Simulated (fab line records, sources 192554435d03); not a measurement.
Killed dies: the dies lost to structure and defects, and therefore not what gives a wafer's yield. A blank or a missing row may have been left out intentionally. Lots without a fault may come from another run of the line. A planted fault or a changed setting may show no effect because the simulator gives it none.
Which of the tools did it? -- flow n5 finfet -- 23 lots with 69 wafers sampled at 2 steps, on a route of 1938 steps

## WHAT THE GAUGES SHOWED, per wafer
N5_BEOL_M15_INSPECT_12: inspects for defects (macro). Usual: raw defect count reads 2.0 (standard deviation 1.5).
lot,measured,on,raw defect count,flag
L076,day 12 05:55,defect inspect-01,1 1 1,
L077,day 12 13:29,defect inspect-01,2 5 4,
L075,day 12 16:02,defect inspect-01,2 2 0,
L079,day 13 10:26,defect inspect-01,0 2 1,
L078,day 13 15:59,defect inspect-02,1 4 2,
L080,day 13 21:02,defect inspect-02,1 3 2,
L081,day 13 21:47,defect inspect-02,3 3 2,
L074,day 13 22:11,defect inspect-01,1 2 2,
L082,day 14 00:07,defect inspect-01,2 4 1,
L084,day 14 06:50,defect inspect-01,3 1 1,
L083,day 14 10:25,defect inspect-01,2 0 1,
L085,day 14 12:59,defect inspect-02,2 2 2,
L087,day 16 00:09,defect inspect-01,3 1 1,
L088,day 16 00:56,defect inspect-02,3 5 4,
L089,day 16 07:58,defect inspect-02,7 3 2,
L091,day 16 14:22,defect inspect-01,2 1 4,
L090,day 16 18:36,defect inspect-02,3 3 1,
L092,day 16 18:56,defect inspect-02,2 0 2,
L093,day 17 12:02,defect inspect-02,3 0 1,
L094,day 17 21:04,defect inspect-02,1 4 1,
L095,day 17 21:37,defect inspect-02,2 1 1,
L096,day 18 00:57,defect inspect-02,4 3 4,
L097,day 18 05:05,defect inspect-01,0 2 8,

## WHICH TOOL RAN EACH LOT (tool, then ch and the chambers of the sampled wafers, then the start)
lot,N5_BEOL_M15_ILD_DEP_00
L076,"pecvd-04 ch 0,1,2, day 12 05:11"
L077,"pecvd-04 ch 0,2, day 12 12:45"
L075,"pecvd-02 ch 1,2, day 12 15:26"
L079,"pecvd-04 ch 0,1, day 13 09:42"
L078,"pecvd-04 ch 0,2, day 13 15:15"
L080,"pecvd-02 ch 0,1,2, day 13 20:19"
L081,"pecvd-04 ch 1,2, day 13 21:10"
L074,"pecvd-04 ch 0,1, day 13 21:34"
L082,"pecvd-02 ch 0,1, day 13 23:31"
L084,"pecvd-04 ch 0,2, day 14 06:14"
L083,"pecvd-04 ch 0,2, day 14 09:41"
L085,"pecvd-04 ch 0,2, day 14 12:12"
L087,"pecvd-03 ch 0,1, day 15 23:33"
L088,"pecvd-04 ch 0,2, day 16 00:06"
L089,"pecvd-02 ch 1,2, day 16 07:21"
L091,"pecvd-03 ch 1,2, day 16 13:36"
L090,"pecvd-04 ch 0,2, day 16 18:00"
L092,"pecvd-04 ch 0,1, day 16 18:20"
L093,"pecvd-02 ch 0,1,2, day 17 11:18"
L094,"pecvd-02 ch 0,1,2, day 17 20:28"
L095,"pecvd-02 ch 0,1, day 17 20:53"
L096,"pecvd-03 ch 0,2, day 18 00:13"
L097,"pecvd-04 ch 0,2, day 18 04:22"
- N5_BEOL_M15_ILD_DEP_00: deposits SiO2 from TEOS/O2, target thk 1629.3 nm, time 346.1 s.

## WHAT THE TOOLS THEMSELVES READ (means of the sampled wafers that have a number; where no wafer has one, the mark that the record gives instead)
N5_BEOL_M15_ILD_DEP_00. Usual: heater power w 516 W, standard deviation 110; showerhead plenum p Torr 8.36 Torr, standard deviation 0.032; throttle valve pct 19.1 %, standard deviation 1.3.
lot,tool,heater power w (W),showerhead plenum p Torr (Torr),throttle valve pct (%),flag
L076,pecvd-04,535,8.36,19.9,
L077,pecvd-04,480,8.34,19.0,
L075,pecvd-02,549,8.35,18.2,
L079,pecvd-04,437,8.37,19.8,
L078,pecvd-04,561,8.35,19.0,
L080,pecvd-02,569,8.34,18.3,
L081,pecvd-04,555,8.40,20.9,
L074,pecvd-04,461,8.38,19.9,
L082,pecvd-02,621,8.34,18.5,
L084,pecvd-04,501,8.34,19.0,
L083,pecvd-04,575,8.35,19.0,
L085,pecvd-04,529,8.35,19.0,
L087,pecvd-03,629,8.34,18.2,
L088,pecvd-04,520,8.35,19.0,
L089,pecvd-02,482,8.35,18.1,
L091,pecvd-03,584,8.37,18.3,
L090,pecvd-04,592,8.35,19.2,
L092,pecvd-04,464,8.36,19.8,
L093,pecvd-02,551,8.34,18.2,
L094,pecvd-02,540,8.36,18.2,
L095,pecvd-02,606,8.34,18.5,
L096,pecvd-03,450,8.35,17.9,
L097,pecvd-04,508,8.32,19.2,

## THE ANSWER, worked out from the rows above alone
Rule: take the mean of a lot's wafers that have a number; if it is more than 3 standard deviations from the usual mean, the lot is off. A lot without any number at a reading at which 4 lots or more have one is off too. The other lots that the step has rows for count as sound. Order of review: gauges by route order, followed by the tools' own readings, for which a lot's mean as printed above is used. At the first step where some lot is off, the reading lying furthest off is the one used; lots without a number count as furthest.
No lot is off at any reading shown: from this, nothing can be told.

## WHAT THE SIMULATOR HAD INSERTED
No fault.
